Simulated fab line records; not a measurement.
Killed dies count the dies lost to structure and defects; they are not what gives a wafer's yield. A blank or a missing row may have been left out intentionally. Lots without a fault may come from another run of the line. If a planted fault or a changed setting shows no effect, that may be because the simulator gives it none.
A struck lot beside a sound one / flow n5-finfet / 15 steps out of a route of 1938
Sound: wafers L249.2, L249.5, L249.6. Struck: wafers L241.3, L241.4 (left out: L241.5, a lot-mate that was not struck); the cause follows at the end.
At each step with rows: each side's tool, then ch and its chambers, then its first start. Under that, the readings that differ: sound wafers / struck wafers / difference of the means / sigmas: that difference in standard deviations of wafers without a fault.
alike: readings with means less than 2 such deviations apart, plus words and numbers identical on both sides. not compared: withheld readings, readings lacking a value on some wafer, bounds such as >300 that could conceal the same value, and numbers that have no deviation in the record and whose values overlap.
The two part at a step that has a row with sigmas, a row that says differs or no value, or rows on one side only. Numbers that have no deviation but don't overlap get no sigmas and don't part them. Lack of a reading on every wafer of one side parts them only where that side has two or more wafers.

first, 1 step without rows for these wafers: N5_GATE_CUT_DESCUM_18 (chemistry O2, time 7 s).
N5_GATE_CUT_ETCH_28: etches underlayer in N2/H2, target depth 13 nm, time 10.4 s.
  sound on rie-diel-03 ch 0,1, day 8 00:35; struck on rie-diel-06 ch 0,2, day 5 20:46
  alike: drypump-motor-current-A, etch-rf-on-time-s, oes-product-au, rf-vpp-V, showerhead-plenum-p-Torr, throttle-valve-pct
  not compared: rf-hours-counter-h
then, 5 steps without rows for these wafers: N5_GATE_CUT_ETCH_36 (etches SiARC in CF4, target depth 13 nm, time 21.7 s); N5_GATE_CUT_ETCH_37 (etches SOC in N2/H2, target depth 60 nm, overetch 12 nm, time 90 s); N5_GATE_CUT_STRIP_38 (strips in N2/H2); N5_GATE_CUT_STRIP_39 (strips in N2/H2); N5_GATE_CUT_HM_OPEN_40 (chemistry C4F6/O2, target SiO2, target depth 139 nm, time 85.1 s).
N5_GATE_CUT_STRIP_41: strips in CF4.
  sound on rie-diel-03 ch 0,1, day 8 00:47; struck on rie-diel-06 ch 0,2, day 5 20:58
  alike: drypump-motor-current-A, oes-product-au, rf-vpp-V, showerhead-plenum-p-Torr, throttle-valve-pct
  not compared: rf-hours-counter-h
N5_GATE_CUT_STRIP_42: strips in O2.
  sound on rie-diel-03 ch 0,1, day 8 00:48; struck on rie-diel-06 ch 0,2, day 5 20:59
  alike: drypump-motor-current-A, oes-product-au, rf-vpp-V, showerhead-plenum-p-Torr, throttle-valve-pct
  not compared: rf-hours-counter-h
then, 1 step without rows for these wafers: N5_GATE_CUT_ETCH_19 (etches SiNx in CH3F/O2, target depth 53.7 nm, time 76.7 s).
N5_GATE_CUT_CUT_ETCH_53: etches W in SF6/Cl2, target depth 79.2 nm.
  sound on rie-metal-03 ch 0,1, day 8 00:57; struck on rie-metal-02 ch 0,1, day 5 21:09
  alike: drypump-motor-current-A, etch-rf-on-time-s, oes-product-au, throttle-valve-pct
  not compared: rf-hours-counter-h
N5_GATE_CUT_CUT_ETCH_54: etches TiN in Cl2/BCl3, target depth 96.7 nm.
  sound on rie-metal-03 ch 0,1, day 8 01:01; struck on rie-metal-02 ch 0,1, day 5 21:13
  alike: drypump-motor-current-A, etch-rf-on-time-s, mfc-ar-sccm, oes-product-au, throttle-valve-pct
  not compared: rf-hours-counter-h
N5_GATE_CUT_CUT_ETCH_55: etches HfO2 in BCl3, target depth 3.2 nm.
  sound on rie-metal-03 ch 0,1, day 8 01:04; struck on rie-metal-02 ch 0,1, day 5 21:16
reading=oes-product-au (a.u.); sound=0.92 0.82 0.91; struck=1.19 1.01; difference=+0.22; sigmas=+3
reading=model.etch.depth-nm (nm); sound=3.254 3.186 3.247; struck=4.631 4.604; difference=+1.388; sigmas=
  alike: drypump-motor-current-A, throttle-valve-pct
  not compared: rf-hours-counter-h
then, 1 step without rows for these wafers: N5_GATE_CUT_ETCH_47 (etches SiO2 in Cl2/BCl3, target depth 10 nm).
-- record jumps: 3 days separate the struck wafers' starts on either side; left off in module GATE_CUT, taken up again in module BEOL_M4, whose first shown step is the route's number 1111 --
N5_BEOL_M4_RC_MEAS_101:
  sound on prober-02 ch 0, day 11 16:33; struck on prober-01 ch 0, day 9 08:49
  alike: DIBL_N, DIBL_P, IOFF_N, IOFF_P, ION_N, ION_P, SS_N, SS_P, VT_N, VT_P

== WHERE THEY PART ==
Only at N5_GATE_CUT_CUT_ETCH_55, as far as this record shows. Later steps at which nothing parts them and some readings are alike: N5_BEOL_M4_RC_MEAS_101.

WHY: what the simulator had put in
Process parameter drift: rie-metal-02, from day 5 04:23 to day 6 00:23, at N5_GATE_CUT_CUT_ETCH_55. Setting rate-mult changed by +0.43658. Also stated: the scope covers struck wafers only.
